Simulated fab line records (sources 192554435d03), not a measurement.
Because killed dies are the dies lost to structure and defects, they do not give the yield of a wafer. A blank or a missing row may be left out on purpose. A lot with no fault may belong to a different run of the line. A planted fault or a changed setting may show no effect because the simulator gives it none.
One fault seen from 3 desks || flow n5Finfet || every desk sees just its own numbers, and what lay behind them comes last

FOR THE TOOL OWNER'S DESK: lithoTrack-03
The tool's own readings at N5_SD_EPI_P_COAT_34 (time 60 s, resist thk 350 nm): means of the sampled wafers that have a number, for each lot that ran on this tool. Any lot whose mean is over 4 standard deviations away from the usual mean is out of limits and marked OUT; that distance is given in the brackets.
Columns: A = heaterPowerTotalW at N5_SD_EPI_P_COAT_34, usual 500.6 W; B = resistLineTempC at N5_SD_EPI_P_COAT_34, usual 22.99 C; C = spinSpeedRpm at N5_SD_EPI_P_COAT_34, usual 1500.1 rpm
{"lot": "L792", "first seen here": "day 4 12:08", "A": 499.9, "B": 23.06, "C": 1500.1}
{"lot": "L793", "first seen here": "day 4 18:53", "A": 502.0, "B": 22.93, "C": "1340.3 (-99 or more) OUT"}
{"lot": "L794", "first seen here": "day 5 00:19", "A": 499.3, "B": 22.83, "C": "1340.1 (-99 or more) OUT"}
{"lot": "L796", "first seen here": "day 5 10:56", "A": 499.8, "B": 23.04, "C": "1339.9 (-99 or more) OUT"}
This desk finds L793, L794, L796 out of limits, L793 being first, at day 4 18:53 (spinSpeedRpm at N5_SD_EPI_P_COAT_34). L792 stayed within limits.

METROLOGY DESK
Means of the sampled wafers that have a number, per lot and without regard to the tool the lot ran on: this is what the gauges read. Any lot whose mean is over 4 standard deviations away from the usual mean is out of limits and marked OUT; that distance is given in the brackets.
Columns: A = thkNm at N5_SD_EPI_N_EPI_MEAS_23, usual 59.1 nm
{"lot": "L792", "first seen here": "day 4 11:33", "A": 56.7}
{"lot": "L793", "first seen here": "day 4 18:10", "A": 59.4}
{"lot": "L794", "first seen here": "day 4 23:28", "A": 58.6}
{"lot": "L796", "first seen here": "day 5 10:21", "A": 59.3}
{"lot": "L800", "first seen here": "day 6 11:35", "A": 58.7}
{"lot": "L804", "first seen here": "day 7 14:31", "A": 59.5}
{"lot": "L806", "first seen here": "day 7 22:24", "A": 59.7}
Result from this desk: across the 7 lots, nothing is out of limits.

THE DEFECT DESK
Per lot, the means of the sampled wafers with a number show what the inspections along the route counted. Any lot whose mean is over 4 standard deviations away from the usual mean is out of limits and marked OUT; that distance is given in the brackets.
Columns: A = rawDefectCount at N5_SD_EPI_N_INSPECT_26, usual 217
{"lot": "L792", "first seen here": "day 4 12:06", "A": 211}
{"lot": "L793", "first seen here": "day 4 18:51", "A": 243}
{"lot": "L794", "first seen here": "day 5 00:17", "A": 244}
{"lot": "L796", "first seen here": "day 5 10:54", "A": 223}
{"lot": "L800", "first seen here": "day 6 12:09", "A": 251}
{"lot": "L804", "first seen here": "day 7 15:04", "A": 182}
{"lot": "L806", "first seen here": "day 7 23:05", "A": 265}
Result from this desk: across the 7 lots, nothing is out of limits.

PUT TOGETHER
The tool owner's desk could have raised an alarm at day 4 18:53, on L793, L794, L796.
Metrology desk: nothing out of limits seen.
No out-of-limits result turned up at the defect desk.
The metrology desk holds a record of L793, L794, L796, inside its limits.
The defect desk has L793, L794, L796 on record, within its limits.
Of the lots named, all ran N5_SD_EPI_P_COAT_34 on lithoTrack-03.

WHAT WAS PUT IN BY THE SIMULATOR
Process parameter drift: lithoTrack-03, from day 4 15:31 on, at N5_SD_EPI_P_COAT_34. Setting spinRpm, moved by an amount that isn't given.
Struck lots among those shown: L793, L794, L796.
How many hours passed from the start of the fault until each desk's first out-of-limits reading: the tool owner's desk, 3.
